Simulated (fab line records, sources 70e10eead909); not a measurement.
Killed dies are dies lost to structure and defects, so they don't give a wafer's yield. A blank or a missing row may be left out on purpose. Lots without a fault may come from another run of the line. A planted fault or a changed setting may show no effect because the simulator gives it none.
Which tool did it? | flow nand_harc | 6 lots, 18 wafers sampled, at 3 steps of a route of 1302

WHAT THE GAUGES READ, wafer by wafer
NHARC_A_ONON_D2_THK_MEAS_08: measures by ellipsometry.
lot  | measured     | on            | thk_nm (nm)
L876 | day 13 06:14 | film_metro-01 | 998 996 995
L878 | day 13 21:19 | film_metro-01 | 1001 998 999
L881 | day 15 06:26 | film_metro-01 | 1003 1002 1002
L886 | day 17 11:40 | film_metro-02 | 1516 1518 1519
L891 | day 19 03:58 | film_metro-02 | 990 989 990
L895 | day 21 12:02 | film_metro-01 | 995 996 994

WHICH TOOL RAN EACH LOT (tool, then ch and the chambers of the sampled wafers, then the start)
lot  | NHARC_A_DECK1_JOINT_ETCHBACK_07  | NHARC_A_ONON_D2_DEP_06
L876 | rie_si-01 ch 0,1,2, day 11 19:40 | pecvd_onon-02 ch 0, day 13 05:47
L878 | rie_si-06 ch 0,2,3, day 12 10:05 | pecvd_onon-01 ch 0, day 13 20:49
L881 | rie_si-06 ch 0,3, day 13 20:18   | pecvd_onon-01 ch 0, day 15 05:59
L886 | rie_si-01 ch 1,2, day 16 00:23   | pecvd_onon-01 ch 0, day 17 11:16
L891 | rie_si-01 ch 0,1,3, day 17 13:00 | pecvd_onon-03 ch 0, day 19 03:34
L895 | rie_si-05 ch 0,2,3, day 19 21:07 | pecvd_onon-01 ch 0, day 21 11:35
- NHARC_A_DECK1_JOINT_ETCHBACK_07: etches the open film in HBr, target depth 105 nm, time 26.9 s.
- NHARC_A_ONON_D2_DEP_06: target thk 1000 nm.

THE ANSWER, worked out from the rows above alone
Rule: what is usual is taken from the lots themselves. Put in order of their means at a reading, lots are off if they are a third of the lots or fewer, leave a main group of 4 or more, and stand apart from it by a gap of 3 or more times the standard deviation of the main group's means; of several such gaps the widest counts. A main group whose means are all the same, to the digits that the tables above print for the reading, isn't used. A lot without any number at a reading at which 4 lots or more have one is off too. The other lots that the step has rows for count as sound.
Off: L886, at NHARC_A_ONON_D2_THK_MEAS_08 (thk_nm). The main group: mean 997 nm, standard deviation 4.3.
A tool fits if, at a process step before that reading, it ran every lot that is off, and no sound lot after the first of them. The gauges at NHARC_A_ONON_D2_THK_MEAS_08 are tried like those tools. None of those tried fits.

WHAT THE SIMULATOR HAD PUT IN
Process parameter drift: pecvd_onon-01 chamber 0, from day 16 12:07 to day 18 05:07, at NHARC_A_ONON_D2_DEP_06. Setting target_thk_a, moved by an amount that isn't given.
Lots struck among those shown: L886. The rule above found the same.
